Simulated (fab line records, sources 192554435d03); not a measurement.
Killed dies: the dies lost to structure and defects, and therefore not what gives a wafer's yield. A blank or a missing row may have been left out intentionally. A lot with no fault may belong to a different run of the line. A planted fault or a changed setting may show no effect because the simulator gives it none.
A lot that was struck, set against a sound lot / flow n5 finfet / 18 out of 1938 route steps
Sound: these wafers, L247.2, L247.3, L247.4. Wafers struck: L236.2, L236.5, L236.6. Last of all comes the cause.
For every step that has rows: the tool of each side, followed by ch and its chambers, followed by its first start. Under that, the readings that differ: sound wafers / struck wafers / difference of the means / sigmas: that difference in standard deviations of wafers without a fault.
alike: readings with means less than 2 such deviations apart, plus words and numbers identical on both sides. not compared: withheld readings, readings lacking a value on some wafer, bounds such as >300 that could conceal the same value, and numbers that have no deviation in the record and whose values overlap.
The two part at a step that has a row with sigmas, a row that says differs or no value, or rows on one side only. Numbers that don't overlap but have no deviation are shown without sigmas and don't part them. A reading missing from all wafers of one side parts the sides only when that side holds two or more wafers.

first, 9 steps without rows for these wafers: N5_SD_EPI_P_COAT_35 (time 60 s, resist thk 35 nm); N5_SD_EPI_P_COAT_03 (resist thk 150 nm); N5_SD_EPI_P_EBR_05; N5_SD_EPI_P_SOFTBAKE_04 (time 60 s); N5_SD_EPI_P_EXPOSE_06 (exposes mask SD P BLK, target cd 240 nm); N5_SD_EPI_P_PEB_07 (peb time 60 s); N5_SD_EPI_P_DEVELOP_08 (develop time 30 s); N5_SD_EPI_P_DESCUM_14 (chemistry O2, time 7.9 s); N5_SD_EPI_P_ETCH_36 (etches SiARC in CF4, target depth 45.5 nm, time 75.8 s).
N5_SD_EPI_P_ETCH_37: etches SOC in N2/H2, overetch 108 nm, time 486 s.
  sound on rie diel-03 ch 1,3, day 7 14:00; struck on rie diel-06 ch 0,3, day 4 22:23
reading=rf fwd power W (W); sound=3000 2991 2999; struck=3714 3715 3726; difference=+722; sigmas=+75
reading=rf vpp V (V); sound=240.9 241.3 240.6; struck=222.4 223.2 222.0; difference=-18.4; sigmas=-15
reading=showerhead plenum p Torr (Torr); sound=2.60 2.64 2.64; struck=2.43 2.52 2.43; difference=-0.17; sigmas=-2
reading=model.SD_EPI_P.cd nm (nm); sound=239.8 239.8 241.8; struck=245 244.8 243.8; difference=+4; sigmas=
reading=model.SiARC_of_SD_EPI_P_COAT_35.thk nm (nm); sound=20.6 20.4 20.6; struck=17.4 17 17.4; difference=-3.3; sigmas=
  alike: bias w, drypump motor current A, oes product au, throttle valve pct
  not compared: rf hours counter h
then, 1 step without rows for these wafers: N5_SD_EPI_P_STRIP_38 (strips in N2/H2).
N5_SD_EPI_P_ETCHBACK_46: etches SiNx in CH3F/O2, stops on SiO2, target depth 17.5 nm.
  sound on rie diel-03 ch 1,3, day 7 14:19; struck on rie diel-06 ch 0,3, day 4 22:43
reading=showerhead plenum p Torr (Torr); sound=2.05 2.07 2.07; struck=1.91 1.99 1.91; difference=-0.13; sigmas=-2
reading=model.SiARC_of_SD_EPI_P_COAT_35.thk nm (nm); sound=16.2 16.2 16.2; struck=13 12.4 13; difference=-3; sigmas=
  alike: O2_flow_sccm, bias w, drypump motor current A, oes product au, rf vpp V, throttle valve pct
  not compared: rf hours counter h
then, 3 steps without rows for these wafers: N5_SD_EPI_P_ETCH_47 (etches SiOCN in CH3F/O2, target depth 25 nm); N5_SD_EPI_P_ETCH_16 (etches SiO2 in CHF3/O2, target depth 5 nm); N5_SD_EPI_P_STRIP_50 (strips in CHF3/O2).
N5_SD_EPI_P_SD_RECESS_17: chemistry HBr/Cl2/O2, target depth 39.1 nm, bt time 3 s.
  sound on rie si-02 ch 0,1,2, day 7 14:35; struck on rie si-02 ch 1,2, day 4 22:59
reading=model.SD_EPI_P.cd nm (nm); sound=240 239.6 241.8; struck=244.8 245 243.6; difference=+4.0; sigmas=
  alike: O2_flow_sccm, bias w, drypump motor current A, he backside leak sccm, oes product au, throttle valve pct
  not compared: rf hours counter h
then, 1 step without rows for these wafers: N5_SD_EPI_P_WET_ETCH_45 (etches SiO2 in dHF, time 10.7 s, target depth 2 nm, rinse time 30 s).
-- record jumps: 6 days separate the struck wafers' starts on either side; left off in module SD_EPI_P, taken up again in module BEOL_M4, whose first shown step is the route's number 1111 --
N5_BEOL_M4_RC_MEAS_101:
  sound on prober-01 ch 0, day 12 17:48; struck on prober-01 ch 0, day 10 13:51
  alike: DIBL_N, DIBL_P, IOFF_N, IOFF_P, ION_N, ION_P, SS_N, SS_P, VT_N, VT_P

== WHERE THEY PART ==
Last at N5_SD_EPI_P_ETCHBACK_46 as far as this record goes, first at N5_SD_EPI_P_ETCH_37. Later steps at which nothing parts them and some readings are alike: N5_SD_EPI_P_SD_RECESS_17, N5_BEOL_M4_RC_MEAS_101.

WHY: what had been put in by the simulator
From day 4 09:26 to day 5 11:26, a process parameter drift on rie diel-06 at N5_SD_EPI_P_ETCH_37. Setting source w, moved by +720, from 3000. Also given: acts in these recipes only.
